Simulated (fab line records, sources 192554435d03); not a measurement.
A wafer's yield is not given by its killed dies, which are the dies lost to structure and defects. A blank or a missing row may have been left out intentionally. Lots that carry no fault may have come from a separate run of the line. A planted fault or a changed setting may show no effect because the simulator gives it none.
2 desks, one fault | flow n5_finfet | numbers are kept per desk, each desk with only its own; the story behind them comes last

== THE TOOL OWNER'S DESK: ald_metal-02 ==
The tool's own readings at N5_BEOL_M9_ALD_74 (deposits TaN, target thk 2 nm, pulse time 2 s, purge time 3 s): means of the sampled wafers that have a number, for each lot that ran on this tool. The brackets show how far a lot's mean lies from the usual mean; more than 4 standard deviations puts the lot out of limits, marked OUT.
Columns: A = heater_power_w at N5_BEOL_M9_ALD_74, usual 414 W; B = precursor_vessel_temp_c at N5_BEOL_M9_ALD_74, usual 75.00 C
lot  | first seen here | A   | B
L239 | day 12 10:51    | 421 | 74.94
L242 | day 14 19:26    | 430 | 74.97
L244 | day 14 23:41    | 426 | 75.00
L255 | day 17 11:29    | 428 | 74.97
This desk found nothing out of limits on any of the 4 lots.

== AT THE METROLOGY DESK ==
What the gauges read, lot by lot, whatever tool the lot ran on: means of the sampled wafers that have a number. The brackets show how far a lot's mean lies from the usual mean; more than 4 standard deviations puts the lot out of limits, marked OUT.
Columns: A = trench_depth_nm at N5_BEOL_M9_OCD_MEAS_38, usual 151.3 nm
lot  | first seen here | A
L232 | day 10 22:17    | 152.6
L236 | day 11 19:13    | 150.9
L238 | day 12 07:07    | 151.8
L239 | day 12 10:08    | 151.1
L242 | day 14 18:31    | 152.1
L244 | day 14 22:04    | 152.8
L251 | day 16 13:14    | 150.9
L250 | day 16 18:25    | 151.0
L255 | day 17 09:45    | 151.0
L253 | day 17 11:14    | 148.7
L254 | day 17 23:13    | 151.3
This desk found nothing out of limits on any of the 11 lots.

== PUT TOGETHER ==
The desk of the tool owner found nothing out of limits.
Metrology desk: nothing out of limits seen.

== WHAT THE SIMULATOR HAD PUT IN ==
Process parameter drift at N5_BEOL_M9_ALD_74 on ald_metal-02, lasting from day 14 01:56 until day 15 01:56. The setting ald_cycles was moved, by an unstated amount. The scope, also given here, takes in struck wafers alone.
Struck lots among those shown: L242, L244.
